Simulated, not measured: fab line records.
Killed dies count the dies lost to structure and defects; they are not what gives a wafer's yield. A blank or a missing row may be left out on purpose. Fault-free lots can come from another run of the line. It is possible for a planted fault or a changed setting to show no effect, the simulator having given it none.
A lot that was struck, set against a sound lot ; flow nandHarc ; 14 out of 1159 route steps
Sound: the wafers L355.1, L355.3, L355.6. Struck: wafer L362.4 (left out: L362.2, a lot-mate that was not struck); the cause follows at the end.
For every step that has rows: the tool of each side, followed by ch and its chambers, followed by its first start. Under that, the readings that differ: sound wafers ; struck wafers ; difference of the means ; sigmas: that difference in standard deviations of wafers without a fault.
alike: readings whose means differ by less than 2 such deviations, and words and numbers that are the same on both sides. not compared: withheld readings, readings that some wafer has no value for, bounds like >300 that may hide the same value, and numbers for which the record gives no deviation and whose values overlap.
The two part at a step that has a row with sigmas, a row that says differs or no value, or rows on one side only. Numbers that don't overlap but have no deviation are shown without sigmas and don't part them. Lack of a reading on every wafer of one side parts them only where that side has two or more wafers.

NHARC_P_CONTACT_ETCH_35: etches the open film in CF4, target depth 39 nm, time 65 s.
  sound on rieDiel-11 ch 0,1,2, day 8 09:10; struck on rieDiel-11 ch 0, day 10 00:43
  alike: drypumpMotorCurrentA, oesProductAu, rfVppV, showerheadPlenumPTorr, throttleValvePct
  not compared: rfHoursCounterH
then, 1 step without rows for these wafers: NHARC_P_CONTACT_ETCH_36 (etches the open film in N2/H2, target depth 260 nm, time 406.25 s).
NHARC_P_CONTACT_ETCH_18: etches the open film in C4F8/O2/Ar, target depth 481 nm, time 240.5 s.
  sound: rieDiel-11 ch 0,2,3; struck: rieDiel-11 ch 3
reading;sound;struck;difference;sigmas
oesProductAu (a.u.);0.964 0.976 0.974;0.998;+0.027;+2
  alike: rfVppV
  not compared: rfHoursCounterH
then, 2 steps without rows for these wafers: NHARC_P_CONTACT_STRIP_37 (strips in C4F8/O2/Ar); NHARC_P_CONTACT_ETCH_31 (etches the open film in CH3F/O2, target depth 30 nm, time 85.7 s).
NHARC_P_CONTACT_CD_MEAS_19:
  sound on cdSem-01 at day 8 09:56; struck on cdSem-01 at day 10 01:31
  alike: cdNm
NHARC_P_CONTACT_STRIP_28: strips in O2.
  sound on rieDiel-13 ch 0,2,3, day 8 10:02; struck on rieDiel-02 ch 2, day 10 01:36
  alike: drypumpMotorCurrentA, oesProductAu, rfVppV, showerheadPlenumPTorr, throttleValvePct
  not compared: rfHoursCounterH
then, 1 step without rows for these wafers: NHARC_P_CONTACT_STRIP_29 (strips in post etch residue remover, time 1200 s).
NHARC_P_CONTACT_DEGAS_38: time 60 s.
  sound on pvdSputter-03 at day 8 10:39; struck on pvdSputter-03 at day 10 02:13
  alike: heaterPowerW
then, 2 steps without rows for these wafers: NHARC_P_CONTACT_PRE_CLEAN_39 (time 19.5 s); NHARC_P_CONTACT_PVD_32 (deposits Ti, target thk 5 nm, time 17.7 s).
NHARC_P_CONTACT_ALD_22: deposits TiN, target thk 3 nm, pulse time 1 s, ald cycles 150.
  sound on aldMetal-04 ch 0,2, day 8 10:55; struck on aldMetal-03 ch 1, day 10 02:28
  alike: heaterPowerW, precursorPulseHeightRel
NHARC_P_CONTACT_CVD_23: deposits W, target thk 200 nm, time 557 s.
  sound on cvdW-01 ch 0,1, day 8 11:06; struck on cvdW-01 ch 1, day 10 02:58
  alike: heaterPowerW, throttleValvePct
NHARC_P_CONTACT_CMP_24: polishes, t overpolish 30 s, target thk 200 nm.
  sound on cmp-03 ch 0,2, day 8 11:47; struck on cmp-02 ch 0, day 10 03:38
reading;sound;struck;difference;sigmas
timeToEndpointS (s);38.4 39.9 40.7;22.8;-16.9;-7
  alike: motorCurrentA, overpolishRunS, retainingRingPressureFrac

== WHERE THEY PART ==
At NHARC_P_CONTACT_ETCH_18 first; at NHARC_P_CONTACT_CMP_24 last (within this record only).

WHY: what had been put in by the simulator
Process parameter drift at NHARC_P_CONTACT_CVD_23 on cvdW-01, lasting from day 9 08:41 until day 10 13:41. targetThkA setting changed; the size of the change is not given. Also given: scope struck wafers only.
